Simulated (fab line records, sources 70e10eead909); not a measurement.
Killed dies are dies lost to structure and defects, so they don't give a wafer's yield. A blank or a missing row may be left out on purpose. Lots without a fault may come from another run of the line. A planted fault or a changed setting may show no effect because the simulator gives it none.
Chamber matching | flow nand_harc | NHARC_A_SLIT_DEP_23 on pecvd-01: 3 sister chambers
The step deposits SiON, target thk 100 nm. 18 wafers are shown with their chamber, then 9 later ones without.

WAFERS WITH THEIR CHAMBER
wafer  | chamber | showerhead_vpp_V (V) | heater_power_w (W)
L074.1 | 1       | 1110                 | 876
L074.4 | 1       | 1123                 | 860
L074.5 | 0       | 1115                 | 837
L078.2 | 0       | 1134                 | 728
L078.3 | 2       | 1161                 | 862
L078.4 | 2       | 1171                 | 869
L084.1 | 0       | 1120                 | 700
L084.2 | 1       | 1118                 | 766
L084.6 | 1       | 1119                 | 807
L083.2 | 2       | 1170                 | 909
L083.3 | 1       | 1116                 | 757
L083.4 | 1       | 1125                 | 787
L085.1 | 1       | 1129                 | 831
L085.3 | 0       | 1108                 | 733
L085.6 | 0       | 1125                 | 709
L088.2 | 1       | 1123                 | 739
L088.3 | 0       | 1114                 | 741
L088.5 | 0       | 1108                 | 762

SIGNATURES (means of the wafers above)
reading          | chamber 0 | chamber 1 | chamber 2 | scatter within a chamber
showerhead_vpp_V | 1117.71   | 1120.38   | 1167.33   | 7.47
heater_power_w   | 744.29    | 802.88    | 880.00    | 45.5
Rule: a wafer's distance from a chamber is the root of the sum, over the readings, of the square of ((its reading less the chamber's mean) divided by the reading's scatter). The wafer belongs to the nearest chamber; if the next one is less than 2 further off, it can't be placed. The scatter: the root of (the sum of the squares of (reading less its chamber's mean) over the shown wafers, divided by (wafers less chambers)).

WAFERS WITHOUT THEIR CHAMBER
wafer  | showerhead_vpp_V (V) | heater_power_w (W)
L091.2 | 1172                 | 763
L091.3 | 1125                 | 800
L091.6 | 1107                 | 826
L092.3 | 1103                 | 799
L092.5 | 1117                 | 836
L092.6 | 1164                 | 766
L095.1 | 1125                 | 838
L095.2 | 1093                 | 802
L095.3 | 1159                 | 716

WHICH CHAMBER EACH WENT THROUGH
wafer  | from the rows above          | in truth
L091.2 | 2                            | 2
L091.3 | can't be placed: 1 or 0      | 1
L091.6 | can't be placed: 1 or 0      | 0
L092.3 | can't be placed: 0 or 1      | 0
L092.5 | can't be placed: 1 or 0      | 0
L092.6 | 2                            | 2
L095.1 | can't be placed: 1 or 0      | 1
L095.2 | can't be placed: 0 or 1      | 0
L095.3 | can't be placed: 2 or 1 or 0 | 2
Placed correctly: 2 of 9. Can't be placed from these rows: 7 (the true chamber is among the candidates in 7). Placed wrongly: 0.
